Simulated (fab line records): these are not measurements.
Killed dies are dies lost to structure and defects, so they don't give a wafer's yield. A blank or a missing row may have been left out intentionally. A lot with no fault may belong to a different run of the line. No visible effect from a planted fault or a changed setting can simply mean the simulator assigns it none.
fab line records ; flow n5-finfet ; part 1 of 2: steps 1 to 25 of 35
record lots=5; wafers=15; last-day=17
route steps=1938 shown STI_FIN_REVEAL@187 DUMMY_GATE@212
lots with no fault: from the same line, run without faults
start-h: start of the lot's first displayed wafer, in hours after the record's first day ; wait-h: how many hours have passed since the lot's step before this one ; " same as the row above ; L1.1+2: a row that stands for several wafers ; - no value, or no start was given ; * or withheld: withheld ; < > ~ a bound
route shown NAME@n: names a module that has steps shown in the file, with the first one's number in the route ; usual: the fault-free wafers' mean and standard deviation ; same: alike in all rows ; chamber/n: place in a boat ; sites: the reading at each site ; _std_site: the standard deviation of these ; _edge_site: mean of outer sites minus mean of inner sites ; radius-mm: how far each site lies from the wafer's centre ; mask NAME#n: copy n ; behind: tool/chamber where the wafer was last shaped ; hold: the reason the lot was held/the length of the hold in hours/how it ended ; device: names the non-switching transistor (n, p or np) ; end of line: at the end of the route, the tests of the same wafers ; a step without rows: its recipe alone ; killed: count of dies lost to structure and defects at first sort (not the wafer's yield) ; map: per-die view of a wafer (x killed, . not killed, _ where there is no die)
set.NAME: the run value of the setting; set.NAME@STEP: its run value at that earlier step ; model.NAME: the simulator's own value behind a step, which no gauge read
lots seen at some steps along the route; tables by step, rows by wafer
services: the hour from which a tool's chamber was out of use, counted from the record's first day as start-h (under 0 if before that day), plus the number of hours and why
## steps
# step N5_STI_FIN_REVEAL_CMP_04
# recipe stop-on=Si3N4; t-overpolish-s=4; down-force-psi=2; platen-rpm=54.18; post-cmp-clean=alkaline-brush; pad-velocity-m-s=1.078; target-thk-nm=131.83
# usual motor-current-A=7.7/0.86; overpolish-run-s=4.000/0.0085; time-to-endpoint-s=105/5.2
lot.wafer;tool;chamber;start-h;wait-h;motor-current-A;overpolish-run-s;time-to-endpoint-s
L085.2;cmp-01;2;102.80;0.0;7.9;3.996;103
L085.4;cmp-01;1;102.80;0.0;7.6;4.004;101
L085.6;cmp-01;3;102.80;0.0;7.3;4.010;101
L089.4;cmp-02;1;123.53;0.0;6.7;3.996;108
L089.3;cmp-02;3;123.53;0.0;7.8;4.009;105
L089.2;cmp-02;0;123.53;0.0;8.6;4.010;107
L092.3;cmp-01;1;141.93;0.1;7.4;3.996;97
L092.6;cmp-01;2;141.93;0.1;7.8;3.978;99
L092.5;cmp-01;3;141.93;0.1;7.2;3.997;99
L095.2;cmp-01;2;160.38;0.1;7.5;4.008;103
L095.1;cmp-01;0;160.38;0.1;8.2;4.003;105
L095.5;cmp-01;2;160.38;0.1;7.5;3.984;104
L096.3;cmp-02;3;169.21;0.1;7.7;3.998;112
L096.2;cmp-02;0;169.21;0.1;8.8;4.004;115
L096.6;cmp-02;2;169.21;0.1;7.3;4.004;115
# step N5_STI_FIN_REVEAL_THK_MEAS_05
# usual thk-nm=132.2/0.92
lot.wafer;tool;chamber;start-h;wait-h;thk-nm
L085.2;film-metro-02;-;103.10;-;132.0
L085.4;film-metro-02;-;103.10;-;130.8
L085.6;film-metro-02;-;103.10;-;132.9
L089.2;film-metro-02;-;123.83;-;131.7
L089.3;film-metro-02;-;123.83;-;131.0
L089.4;film-metro-02;-;123.83;-;132.4
L092.3;film-metro-02;-;142.11;-;131.6
L092.5;film-metro-02;-;142.11;-;132.2
L092.6;film-metro-02;-;142.11;-;132.6
L095.1;film-metro-01;-;160.64;-;131.7
L095.2;film-metro-01;-;160.64;-;133.8
L095.5;film-metro-01;-;160.64;-;132.0
L096.2;film-metro-02;-;169.42;-;132.1
L096.3;film-metro-02;-;169.42;-;132.0
L096.6;film-metro-02;-;169.42;-;131.8
# step N5_STI_FIN_REVEAL_DENSIFY_30
# recipe temp-c=*; time-s=*; ambient=N2; idle-temp-c=600; ramp-up-c-per-s=150; ramp-down-c-per-s=60; cool-to-c=600
# usual lamp-power-pct=11.53/0.047; lamp_zone_6_pct=11.452/0.017; wafer_temp_C_max=*
# same time-s=*
lot.wafer;tool;chamber;start-h;wait-h;lamp-power-pct;lamp_zone_6_pct;wafer_temp_C_max
L085.2;rtp-anneal-01;0;103.16;0.1;11.39;11.424;*
L085.4;rtp-anneal-01;0;103.16;0.1;11.55;11.456;*
L085.6;rtp-anneal-01;0;103.16;0.1;11.47;11.418;*
L089.2;rtp-anneal-01;0;123.89;0.1;11.59;11.461;*
L089.3;rtp-anneal-01;0;123.89;0.1;11.50;11.447;*
L089.4;rtp-anneal-01;0;123.89;0.1;11.53;11.445;*
L092.3;rtp-anneal-02;0;142.29;0.2;11.58;11.443;*
L092.5;rtp-anneal-02;0;142.29;0.2;11.47;11.444;*
L092.6;rtp-anneal-02;0;142.29;0.2;11.50;11.463;*
L095.1;rtp-anneal-02;0;161.08;0.4;11.54;11.461;*
L095.2;rtp-anneal-02;0;161.08;0.4;11.57;11.458;*
L095.5;rtp-anneal-02;0;161.08;0.4;11.55;11.462;*
L096.2;rtp-anneal-02;0;169.57;0.1;11.52;11.448;*
L096.3;rtp-anneal-02;0;169.57;0.1;11.45;11.446;*
L096.6;rtp-anneal-02;0;169.57;0.1;11.52;11.445;*
# step N5_STI_FIN_REVEAL_ETCHBACK_08
# recipe chemistry=C4F6/O2; target=SiO2; target-depth-a=305; time-s=10.167; ion-energy-ev=250; pressure-mtorr=30; source-w=345; bias-w=185; Ar_flow_sccm=300; C4F6_flow_sccm=10; O2_flow_sccm=10
# usual O2_flow_sccm=10.006/0.027; drypump-motor-current-A=5.6/0.44; oes_o_777_au=0.83/0.092; oes-product-au=0.82/0.095; rf-vpp-V=663/5.1; showerhead-plenum-p-Torr=2.88/0.099; throttle-valve-pct=21.20/0.26
# same time-s=10.167
lot.wafer;tool;chamber;start-h;wait-h;O2_flow_sccm;drypump-motor-current-A;oes_o_777_au;oes-product-au;rf-hours-counter-h;rf-vpp-V;showerhead-plenum-p-Torr;throttle-valve-pct
L085.2;rie-diel-01;0;103.45;0.3;10.024;6.2;0.72;0.71;200;659;2.84;21.56
L085.4;rie-diel-01;3;103.45;0.3;9.995;5.3;0.83;0.82;72;667;2.77;20.76
L085.6;rie-diel-01;0;103.45;0.3;10.038;6.2;0.73;0.71;-;660;2.84;21.55
L089.2;rie-diel-06;2;124.08;0.2;10.002;5.8;0.73;0.72;195;661;2.83;21.33
L089.3;rie-diel-06;3;124.08;0.2;9.992;5.7;0.71;0.69;218;668;2.93;21.56
L089.4;rie-diel-06;1;124.08;0.2;9.982;6.2;0.91;0.90;23;660;3.03;21.26
L092.3;rie-diel-05;3;142.46;0.1;10.002;5.0;0.90;0.92;14;674;3.03;21.04
L092.5;rie-diel-05;3;142.46;0.1;10.043;5.0;0.90;0.92;-;675;3.03;21.02
L092.6;rie-diel-05;2;142.46;0.1;10.027;5.6;0.88;0.88;-;657;2.77;21.36
L095.1;rie-diel-05;3;161.39;0.3;10.032;4.9;0.88;0.90;21;674;3.02;21.04
L095.2;rie-diel-05;2;161.39;0.3;10.027;5.6;0.86;0.88;62;659;2.77;21.36
L095.5;rie-diel-05;3;161.39;0.3;10.026;5.0;0.89;0.91;-;675;3.03;21.03
L096.2;rie-diel-05;1;169.77;0.2;10.009;6.1;0.95;0.93;15;664;2.90;20.82
L096.3;rie-diel-05;0;169.77;0.2;10.008;5.5;0.86;0.88;35;663;2.79;20.93
L096.6;rie-diel-05;0;169.77;0.2;10.001;5.5;0.85;0.88;-;663;2.79;20.92
# step N5_STI_FIN_REVEAL_STRIP_24
# recipe chemistry=N2/H2; time-s=90; power-w=100; temp-c=40; pressure-mtorr=100; rf-frequency-hz=6e+07; bias-power-w=3; n2-flow-sccm=300; h2-flow-sccm=300
# usual bias-power-w=3.000/0.0086; drypump-motor-current-A=5.6/0.44; oes-product-au=0.82/0.094; rf-vpp-V=45.4/0.89; showerhead-plenum-p-Torr=3.41/0.12; throttle-valve-pct=12.19/0.27
# same time-s=90
lot.wafer;tool;chamber;start-h;wait-h;bias-power-w;drypump-motor-current-A;oes-product-au;rf-hours-counter-h;rf-vpp-V;showerhead-plenum-p-Torr;throttle-valve-pct
L085.2;rie-diel-01;0;103.48;0.0;2.987;6.2;0.70;200;44.3;3.36;12.59
L085.4;rie-diel-01;3;103.48;0.0;2.989;5.4;0.83;72;47.1;3.28;11.90
L085.6;rie-diel-01;0;103.48;0.0;3.005;6.2;0.70;-;45.4;3.36;12.60
L089.2;rie-diel-06;2;124.12;0.0;3.013;5.8;0.73;195;46.6;3.35;12.41
L089.3;rie-diel-06;3;124.12;0.0;3.000;5.7;0.70;218;46.8;3.47;12.61
L089.4;rie-diel-06;1;124.12;0.0;2.992;6.3;0.91;23;46.5;3.59;12.14
L092.3;rie-diel-05;3;142.49;0.0;3.002;5.0;0.92;14;46.9;3.59;11.83
L092.5;rie-diel-05;3;142.49;0.0;3.003;5.0;0.91;-;44.2;3.59;11.84
L092.6;rie-diel-05;2;142.49;0.0;2.997;5.6;0.87;-;45.4;3.29;12.27
L095.1;rie-diel-05;3;161.42;0.0;3.018;5.0;0.90;21;45.7;3.58;11.85
L095.2;rie-diel-05;2;161.42;0.0;2.996;5.7;0.87;62;46.2;3.28;12.29
L095.5;rie-diel-05;3;161.42;0.0;3.015;5.0;0.92;-;45.8;3.58;11.86
L096.2;rie-diel-05;1;169.81;0.0;2.995;6.1;0.93;15;44.6;3.44;11.83
L096.3;rie-diel-05;0;169.81;0.0;2.994;5.5;0.87;35;44.8;3.30;11.86
L096.6;rie-diel-05;0;169.81;0.0;2.990;5.5;0.88;-;43.8;3.30;11.85
# step N5_STI_FIN_REVEAL_PRECLEAN_25
# recipe chemistry=SPM; time-s=90; temp-c=120; mix=4:1
# same time-s=90
lot.wafer;tool;chamber;start-h;wait-h
L085.2+4+6;wet-bench-04;3,1,7;103.60;0.1
L089.2+3+4;wet-bench-05;5,2,3;124.24;0.1
L092.3+5+6;wet-bench-05;0,2,1;142.62;0.1
L095.1+2+5;wet-bench-05;0,1,7;161.55;0.1
L096.2+3+6;wet-bench-01;0,7,1;169.93;0.1
# step N5_STI_FIN_REVEAL_PRECLEAN_26
# recipe chemistry=SC1; time-s=45; temp-c=46; mix=1:2:100
# usual diw-flow-mL-min=1456/4.2; nh4oh-flow-mL-min=14.56/0.065
# same time-s=45
lot.wafer;tool;chamber;start-h;wait-h;diw-flow-mL-min;nh4oh-flow-mL-min
L085.2;wet-bench-04;3;103.63;0.0;1458;14.61
L085.4;wet-bench-04;1;103.63;0.0;1459;14.51
L085.6;wet-bench-04;7;103.63;0.0;1448;14.69
L089.2;wet-bench-05;5;124.27;0.0;1457;14.51
L089.3;wet-bench-05;2;124.27;0.0;1453;14.54
L089.4;wet-bench-05;3;124.27;0.0;1460;14.66
L092.3;wet-bench-05;0;142.64;0.0;1460;14.57
L092.5;wet-bench-05;2;142.64;0.0;1452;14.58
L092.6;wet-bench-05;1;142.64;0.0;1460;14.49
L095.1;wet-bench-05;0;161.57;0.0;1450;14.40
L095.2;wet-bench-05;1;161.57;0.0;1458;14.49
L095.5;wet-bench-05;7;161.57;0.0;1448;14.46
L096.2;wet-bench-01;0;169.96;0.0;1447;14.54
L096.3;wet-bench-01;7;169.96;0.0;1455;14.65
L096.6;wet-bench-01;1;169.96;0.0;1456;14.55
# step N5_STI_FIN_REVEAL_PRECLEAN_29
# recipe chemistry=DHF; time-s=30; temp-c=25; dilution=300:1
# same time-s=30
lot.wafer;tool;chamber;start-h;wait-h
L085.2+4+6;wet-bench-04;3,1,7;103.64;0.0
L089.2+3+4;wet-bench-05;5,2,3;124.28;0.0
L092.3+5+6;wet-bench-05;0,2,1;142.66;0.0
L095.1+2+5;wet-bench-05;0,1,7;161.59;0.0
L096.2+3+6;wet-bench-01;0,7,1;169.97;0.0
# step N5_STI_FIN_REVEAL_SRD_12
# recipe time-s=30; temp-c=23; rinse-liquid=diw; dry=ipa-marangoni
# same time-s=30
lot.wafer;tool;chamber;start-h;wait-h
L085.2+4+6;wet-bench-04;3,1,7;103.65;0.0
L089.2+3+4;wet-bench-05;5,2,3;124.29;0.0
L092.3+5+6;wet-bench-05;0,2,1;142.66;0.0
L095.1+2+5;wet-bench-05;0,1,7;161.60;0.0
L096.2+3+6;wet-bench-01;0,7,1;169.98;0.0
# step N5_STI_FIN_REVEAL_RECESS_09
# recipe chemistry=HF/NH3; target=SiO2; afs-cycles=11; target-depth-a=425; temp-c=30; sublimation-temp-c=180; sublimation-time-s=60
# usual drypump-motor-current-A=5.4/0.59
lot.wafer;tool;chamber;start-h;wait-h;drypump-motor-current-A
L085.2;vapor-etch-02;1;103.70;0.0;4.7
L085.4;vapor-etch-02;0;103.70;0.0;5.3
L085.6;vapor-etch-02;1;103.70;0.0;4.7
L089.2;vapor-etch-02;1;124.33;0.0;4.7
L089.3;vapor-etch-02;1;124.33;0.0;4.7
L089.4;vapor-etch-02;0;124.33;0.0;5.4
L092.3;vapor-etch-02;1;143.24;0.6;4.7
L092.5;vapor-etch-02;0;143.24;0.6;5.4
L092.6;vapor-etch-02;1;143.24;0.6;4.7
L095.1;vapor-etch-02;0;161.64;0.0;5.3
L095.2;vapor-etch-02;1;161.64;0.0;4.6
L095.5;vapor-etch-02;1;162.70;1.1;4.7
L096.2;vapor-etch-01;1;170.02;0.0;5.6
L096.3;vapor-etch-01;0;170.02;0.0;6.3
L096.6;vapor-etch-01;0;170.02;0.0;6.3
# step N5_STI_FIN_REVEAL_STRIP_16
# recipe chemistry=H3PO4; material=SiNx; temp-c=165; target-depth-a=238; overetch-fraction=0.4964; dry=ipa-marangoni
lot.wafer;tool;chamber;start-h;wait-h
L085.2+4+6;wet-bench-04;3,0,6;105.31;1.1
L089.2+3+4;wet-bench-05;2,5,3;125.95;1.1
L092.3+5+6;wet-bench-04;6,7,5;144.33;0.6
L095.1+2+5;wet-bench-04;0,7,5;163.26;1.1
L096.2+3+6;wet-bench-04;7,2,0;171.64;1.1
# step N5_STI_FIN_REVEAL_PRECLEAN_17
# recipe chemistry=NF3:NH3; afs-cycles=1; temp-c=30; time-s=20; sublimation-temp-c=180; sublimation-time-s=60; pressure-torr=3; rf-power-w=30
# same time-s=20
lot.wafer;tool;chamber;start-h;wait-h
L085.2+4+6;remote-plasma-01;0;105.62;0.1
L089.2+3+4;remote-plasma-02;1;126.25;0.1
L092.3+5+6;remote-plasma-02;0;144.66;0.1
L095.1+2+5;remote-plasma-01;0;163.57;0.0
L096.2+3+6;remote-plasma-02;0;171.94;0.1
# step N5_STI_FIN_REVEAL_ETCH_34
# recipe chemistry=H2; mode=isotropic; material=Si; target=Si; target-depth-a=9.7; temp-c=20; pressure-mtorr=4.5; icp-w=300; bias-w=0; h2-flow-sccm=7.5; he-flow-sccm=142.5
# usual drypump-motor-current-A=5.9/0.45; oes-product-au=1.011/0.015; throttle-valve-pct=25.75/0.21
lot.wafer;tool;chamber;start-h;wait-h;drypump-motor-current-A;oes-product-au;rf-hours-counter-h;throttle-valve-pct
L085.2;rie-si-06;1;105.85;0.2;5.6;1.011;24;25.64
L085.4;rie-si-06;2;105.85;0.2;5.8;1.017;76;26.14
L085.6;rie-si-06;3;105.85;0.2;5.3;0.987;-;25.80
L089.2;rie-si-06;1;126.42;0.1;5.6;1.016;24;25.61
L089.3;rie-si-06;0;126.42;0.1;5.2;1.007;5;25.73
L089.4;rie-si-06;1;126.42;0.1;5.6;1.000;-;25.63
L092.3;rie-si-01;3;144.80;0.1;5.6;1.006;137;25.69
L092.5;rie-si-01;3;144.80;0.1;5.6;1.018;-;25.70
L092.6;rie-si-01;2;144.80;0.1;5.8;1.000;-;25.73
L095.1;rie-si-01;0;163.78;0.2;6.3;1.010;4;26.19
L095.2;rie-si-01;2;163.78;0.2;5.8;0.991;120;25.75
L095.5;rie-si-01;0;163.78;0.2;6.3;1.007;-;26.17
L096.2;rie-si-06;2;172.11;0.1;5.8;1.014;78;26.14
L096.3;rie-si-06;3;172.11;0.1;5.2;0.981;146;25.79
L096.6;rie-si-06;3;172.11;0.1;5.3;0.978;-;25.77
# step N5_STI_FIN_REVEAL_OXIDATION_31
# recipe chemistry=O2_PLASMA_REMOTE; temp-c=150; time-s=20; pressure-mtorr=1000; source-power-w=2000; o2-flow-sccm=3000
# usual drypump-motor-current-A=5.4/0.49; heater-power-w=139/26
# same time-s=20
lot.wafer;tool;chamber;start-h;wait-h;drypump-motor-current-A;heater-power-w;rf-hours-counter-h
L085.2;plasma-asher-01;1;105.91;0.0;4.7;158;44
L085.4;plasma-asher-01;1;105.91;0.0;4.7;160;-
L085.6;plasma-asher-01;1;105.91;0.0;4.7;161;-
L089.2;plasma-asher-01;0;126.48;0.0;5.1;141;48
L089.3;plasma-asher-01;0;126.48;0.0;5.1;140;-
L089.4;plasma-asher-01;1;126.48;0.0;4.7;164;-
L092.3;plasma-asher-02;0;145.31;0.5;5.7;159;-
L092.5;plasma-asher-02;1;145.31;0.5;6.0;98;-
L092.6;plasma-asher-02;0;145.31;0.5;5.7;159;-
L095.1;plasma-asher-02;1;164.03;0.2;6.0;99;105
L095.2;plasma-asher-02;0;164.03;0.2;5.7;159;105
L095.5;plasma-asher-02;1;164.03;0.2;6.0;97;-
L096.2;plasma-asher-02;0;172.17;0.0;5.7;158;108
L096.3;plasma-asher-02;0;172.17;0.0;5.7;162;-
L096.6;plasma-asher-02;1;172.17;0.0;6.0;98;-
# step N5_STI_FIN_REVEAL_PRECLEAN_32
# recipe chemistry=NF3:NH3; afs-cycles=1; temp-c=30; time-s=20; sublimation-temp-c=180; sublimation-time-s=60; pressure-torr=3; rf-power-w=30
# same time-s=20
lot.wafer;tool;chamber;start-h;wait-h
L085.2+4+6;remote-plasma-02;1;106.02;0.1
L089.2+3+4;remote-plasma-02;0;126.60;0.1
L092.3+5+6;remote-plasma-01;1;145.43;0.1
L095.1+2+5;remote-plasma-02;0;164.11;0.1
L096.2+3+6;remote-plasma-01;1;172.29;0.1
# step N5_STI_FIN_REVEAL_STRIP_35
# recipe chemistry=H3PO4; material=Si3N4; temp-c=165; target-depth-a=40; time-s=39
# same time-s=39
lot.wafer;tool;chamber;start-h;wait-h
L085.2+4+6;wet-bench-05;1,2,3;106.20;0.2
L089.2+3+4;wet-bench-05;1,6,0;126.78;0.2
L092.3+5+6;wet-bench-01;7,0,2;145.58;0.1
L095.1+2+5;wet-bench-05;1,0,7;164.32;0.2
L096.2+3+6;wet-bench-05;3,6,4;172.47;0.2
# step N5_STI_FIN_REVEAL_SRD_21
# recipe dry=ipa-marangoni; time-s=30; temp-c=23; rinse-liquid=diw
# same time-s=30
lot.wafer;tool;chamber;start-h;wait-h
L085.2+4+6;wet-bench-05;1,2,3;106.22;0.0
L089.2+3+4;wet-bench-05;1,6,0;126.79;0.0
L092.3+5+6;wet-bench-01;7,0,2;145.59;0.0
L095.1+2+5;wet-bench-05;1,0,7;164.33;0.0
L096.2+3+6;wet-bench-05;3,6,4;172.48;0.0
# step N5_STI_FIN_REVEAL_OXIDATION_33
# recipe chemistry=O2_PLASMA_REMOTE; temp-c=150; time-s=20; pressure-mtorr=1000; source-power-w=2000; o2-flow-sccm=3000
# usual drypump-motor-current-A=5.5/0.46; heater-power-w=137/28
# same time-s=20
lot.wafer;tool;chamber;start-h;wait-h;drypump-motor-current-A;heater-power-w;rf-hours-counter-h
L085.2;plasma-asher-02;0;106.26;0.0;5.7;157;88
L085.4;plasma-asher-02;0;106.26;0.0;5.7;154;-
L085.6;plasma-asher-02;1;106.26;0.0;6.0;101;-
L089.2;plasma-asher-02;0;126.84;0.0;5.7;160;91
L089.3;plasma-asher-02;1;126.84;0.0;6.0;98;-
L089.4;plasma-asher-02;0;126.84;0.0;5.7;159;-
L092.3;plasma-asher-02;0;145.66;0.0;5.7;158;-
L092.5;plasma-asher-02;0;145.66;0.0;5.7;162;-
L092.6;plasma-asher-02;1;145.66;0.0;6.0;99;-
L095.1;plasma-asher-02;0;164.38;0.0;5.7;161;106
L095.2;plasma-asher-02;1;164.38;0.0;6.0;99;106
L095.5;plasma-asher-02;1;164.38;0.0;6.0;99;-
L096.2;plasma-asher-02;0;172.52;0.0;5.7;163;108
L096.3;plasma-asher-02;0;172.52;0.0;5.7;163;-
L096.6;plasma-asher-02;1;172.52;0.0;6.0;97;-
# step N5_STI_FIN_REVEAL_CLEAN_19
# recipe chemistry=O3/DIW; temp-c=25; time-s=120; o3-ppm=10
# same time-s=120
lot.wafer;tool;chamber;start-h;wait-h
L085.2+4+6;wet-bench-01;5,0,6;106.35;0.1
L089.2+3+4;wet-bench-04;5,1,7;126.92;0.1
L092.3+5+6;wet-bench-04;3,4,6;145.73;0.0
L095.1+2+5;wet-bench-04;2,4,5;164.46;0.1
L096.2+3+6;wet-bench-01;3,2,1;172.61;0.1
# step N5_STI_FIN_REVEAL_SRD_23
# recipe dry=ipa-marangoni; time-s=30; temp-c=23; rinse-liquid=diw
# same time-s=30
lot.wafer;tool;chamber;start-h;wait-h
L085.2+4+6;wet-bench-01;5,0,6;106.38;0.0
L089.2+3+4;wet-bench-04;5,1,7;126.96;0.0
L092.3+5+6;wet-bench-04;3,4,6;145.76;0.0
L095.1+2+5;wet-bench-04;2,4,5;164.51;0.0
L096.2+3+6;wet-bench-01;3,2,1;172.65;0.0
# step N5_STI_FIN_REVEAL_CD_MEAS_22
# recipe target-cd-nm=6.238; pitch-nm=28; polarity=line
# usual cd-nm=6.23/0.24
lot.wafer;tool;chamber;start-h;wait-h;cd-nm
L085.2;cd-sem-03;-;106.43;0.0;5.93
L085.4;cd-sem-03;-;106.43;0.0;6.58
L085.6;cd-sem-03;-;106.43;0.0;6.26
L089.2;cd-sem-01;-;127.00;0.0;6.23
L089.3;cd-sem-01;-;127.00;0.0;6.22
L089.4;cd-sem-01;-;127.00;0.0;6.23
L092.3;cd-sem-03;-;145.81;0.0;6.25
L092.5;cd-sem-03;-;145.81;0.0;6.38
L092.6;cd-sem-03;-;145.81;0.0;6.21
L095.1;cd-sem-02;-;164.55;0.0;6.14
L095.2;cd-sem-02;-;164.55;0.0;6.22
L095.5;cd-sem-02;-;164.55;0.0;6.66
L096.2;cd-sem-03;-;172.69;0.0;6.23
L096.3;cd-sem-03;-;172.69;0.0;6.24
L096.6;cd-sem-03;-;172.69;0.0;5.91
# step N5_STI_FIN_REVEAL_FIN_H_MEAS_10
# usual trench-depth-nm=52.0/0.64
lot.wafer;tool;chamber;start-h;wait-h;trench-depth-nm
L085.2;ocd-02;-;106.46;0.0;50.4
L085.4;ocd-02;-;106.46;0.0;51.0
L085.6;ocd-02;-;106.46;0.0;50.7
L089.2;ocd-01;-;127.03;0.0;51.9
L089.3;ocd-01;-;127.03;0.0;51.8
L089.4;ocd-01;-;127.03;0.0;52.1
L092.3;ocd-02;-;145.84;0.0;52.8
L092.5;ocd-02;-;145.84;0.0;52.5
L092.6;ocd-02;-;145.84;0.0;51.9
L095.1;ocd-01;-;164.58;0.0;52.7
L095.2;ocd-01;-;164.58;0.0;53.1
L095.5;ocd-01;-;164.58;0.0;53.5
L096.2;ocd-01;-;172.72;0.0;52.2
L096.3;ocd-01;-;172.72;0.0;52.2
L096.6;ocd-01;-;172.72;0.0;52.2
# step N5_STI_FIN_REVEAL_PRECLEAN_18
# recipe chemistry=SC2; time-s=45; temp-c=35; mix=1:1:50
# same time-s=45
lot.wafer;tool;chamber;start-h;wait-h
L085.2+4+6;wet-bench-05;5,2,7;106.49;0.0
L089.2+3+4;wet-bench-01;6,5,1;127.06;0.0
L092.3+5+6;wet-bench-01;0,4,2;145.87;0.0
L095.1+2+5;wet-bench-04;1,3,6;164.61;0.0
L096.2+3+6;wet-bench-04;2,0,6;172.75;0.0
# step N5_STI_FIN_REVEAL_SRD_28
# recipe dry=ipa-marangoni; time-s=30; temp-c=23; rinse-liquid=diw
# same time-s=30
lot.wafer;tool;chamber;start-h;wait-h
L085.2+4+6;wet-bench-05;5,2,7;106.50;0.0
L089.2+3+4;wet-bench-01;6,5,1;127.09;0.0
L092.3+5+6;wet-bench-01;0,4,2;145.88;0.0
L095.1+2+5;wet-bench-04;1,3,6;164.63;0.0
L096.2+3+6;wet-bench-04;2,0,6;172.77;0.0
# step N5_STI_FIN_REVEAL_INSPECT_13
# recipe inspect-instrument=darkfield; mode=post-clean
# usual raw-defect-count=10/4.5
lot.wafer;tool;chamber;start-h;wait-h;raw-defect-count
L085.2;defect-inspect-01;-;106.54;0.0;11
L085.4;defect-inspect-01;-;106.54;0.0;6
L085.6;defect-inspect-01;-;106.54;0.0;6
L089.2;defect-inspect-02;-;127.15;0.0;10
L089.3;defect-inspect-02;-;127.15;0.0;12
L089.4;defect-inspect-02;-;127.15;0.0;6
L092.3;defect-inspect-01;-;145.92;0.0;10
L092.5;defect-inspect-01;-;145.92;0.0;9
L092.6;defect-inspect-01;-;145.92;0.0;5
L095.1;defect-inspect-02;-;164.68;0.0;7
L095.2;defect-inspect-02;-;164.68;0.0;14
L095.5;defect-inspect-02;-;164.68;0.0;6
L096.2;defect-inspect-01;-;172.81;0.0;6
L096.3;defect-inspect-01;-;172.81;0.0;10
L096.6;defect-inspect-01;-;172.81;0.0;15
